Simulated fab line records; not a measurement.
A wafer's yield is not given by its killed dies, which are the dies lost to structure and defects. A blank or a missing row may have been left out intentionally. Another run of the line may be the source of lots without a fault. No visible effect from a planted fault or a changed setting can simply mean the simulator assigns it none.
Chamber matching -- flow n5 finfet -- rie diel-02 running N5_BEOL_M3_STRIP_19: 4 sister chambers
The step strips in O2. 4 wafers are shown with their chamber, then 8 later ones without.

## EACH WAFER AND ITS CHAMBER
wafer,chamber,showerhead plenum p Torr (Torr)
L082.1,2,2.04
L082.4,0,2.12
L090.6,1,2.17
L091.1,3,2.03

## WAFERS WHOSE CHAMBER IS MISSING
wafer,showerhead plenum p Torr (Torr)
L091.2,2.12
L091.4,2.04
L095.1,2.16
L095.3,2.11
L095.4,2.03
L096.1,2.11
L096.3,2.03
L096.4,2.02

## THE CHAMBER EACH PASSED THROUGH
wafer,from the rows above,in truth
L091.2,0,0
L091.4,can't be placed: 2 or 3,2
L095.1,1,1
L095.3,0,0
L095.4,can't be placed: 3 or 2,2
L096.1,0,0
L096.3,can't be placed: 3 or 2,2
L096.4,can't be placed: 3 or 2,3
Placed correctly: 4 of 8. Can't be placed from these rows: 4 (the true chamber is among the candidates in 4). Wrongly placed: 0.
How it was worked out, from the rows above alone: a wafer's distance from a chamber is the root of the sum, over the readings, of the square of ((its reading less the chamber's mean) divided by the reading's scatter). The wafer belongs to the nearest chamber; if the next one is less than 2 further off, it can't be placed. A chamber's mean is the mean of its shown wafers. The scatter: root of mean squared gap, hidden wafer to nearest shown wafer, with one shown wafer a chamber.
